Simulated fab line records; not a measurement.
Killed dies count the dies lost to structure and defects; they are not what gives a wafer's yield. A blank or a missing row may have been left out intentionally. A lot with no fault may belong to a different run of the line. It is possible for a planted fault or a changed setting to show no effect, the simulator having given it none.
Matching of chambers || flow n5Finfet || cvdCo-02 running N5_BEOL_M4_PRE_CLEAN_60: 3 sister chambers
The step time 15 s. 14 wafers are shown with their chamber, then 7 later ones without.

== WAFERS WITH THEIR CHAMBER ==
{"wafer": "L853.3", "chamber": 0, "heaterPowerW (W)": 86}
{"wafer": "L853.4", "chamber": 2, "heaterPowerW (W)": 66}
{"wafer": "L853.6", "chamber": 0, "heaterPowerW (W)": 86}
{"wafer": "L852.2", "chamber": 0, "heaterPowerW (W)": 85}
{"wafer": "L852.5", "chamber": 0, "heaterPowerW (W)": 88}
{"wafer": "L852.6", "chamber": 2, "heaterPowerW (W)": 64}
{"wafer": "L858.3", "chamber": 0, "heaterPowerW (W)": 86}
{"wafer": "L858.4", "chamber": 0, "heaterPowerW (W)": 88}
{"wafer": "L858.6", "chamber": 2, "heaterPowerW (W)": 64}
{"wafer": "L859.3", "chamber": 0, "heaterPowerW (W)": 87}
{"wafer": "L859.4", "chamber": 2, "heaterPowerW (W)": 67}
{"wafer": "L859.5", "chamber": 1, "heaterPowerW (W)": 99}
{"wafer": "L871.1", "chamber": 1, "heaterPowerW (W)": 96}
{"wafer": "L871.2", "chamber": 2, "heaterPowerW (W)": 64}

SIGNATURES (means of the wafers above)
{"reading": "heaterPowerW", "chamber 0": 86.57, "chamber 1": 97.50, "chamber 2": 65.00, "scatter within a chamber": 1.36}
Rule: a wafer's distance from a chamber is the root of the sum, over the readings, of the square of ((its reading less the chamber's mean) divided by the reading's scatter). If the next closest chamber is less than 2 further off than the closest, the wafer can't be placed; otherwise it belongs to the closest. The scatter: take each reading less its chamber's mean, square it, sum over the shown wafers, divide by the number of wafers less the number of chambers, and take the root.

== WAFERS MISSING THEIR CHAMBER ==
{"wafer": "L871.6", "heaterPowerW (W)": 88}
{"wafer": "L870.4", "heaterPowerW (W)": 97}
{"wafer": "L870.5", "heaterPowerW (W)": 86}
{"wafer": "L870.6", "heaterPowerW (W)": 66}
{"wafer": "L872.1", "heaterPowerW (W)": 96}
{"wafer": "L872.4", "heaterPowerW (W)": 67}
{"wafer": "L872.5", "heaterPowerW (W)": 85}

== THE CHAMBER EACH PASSED THROUGH ==
{"wafer": "L871.6", "from the rows above": 0, "in truth": 0}
{"wafer": "L870.4", "from the rows above": 1, "in truth": 1}
{"wafer": "L870.5", "from the rows above": 0, "in truth": 0}
{"wafer": "L870.6", "from the rows above": 2, "in truth": 2}
{"wafer": "L872.1", "from the rows above": 1, "in truth": 1}
{"wafer": "L872.4", "from the rows above": 2, "in truth": 2}
{"wafer": "L872.5", "from the rows above": 0, "in truth": 0}
Correctly placed: 7 of 7. Not placeable from these rows: 0. Placed wrongly: 0.
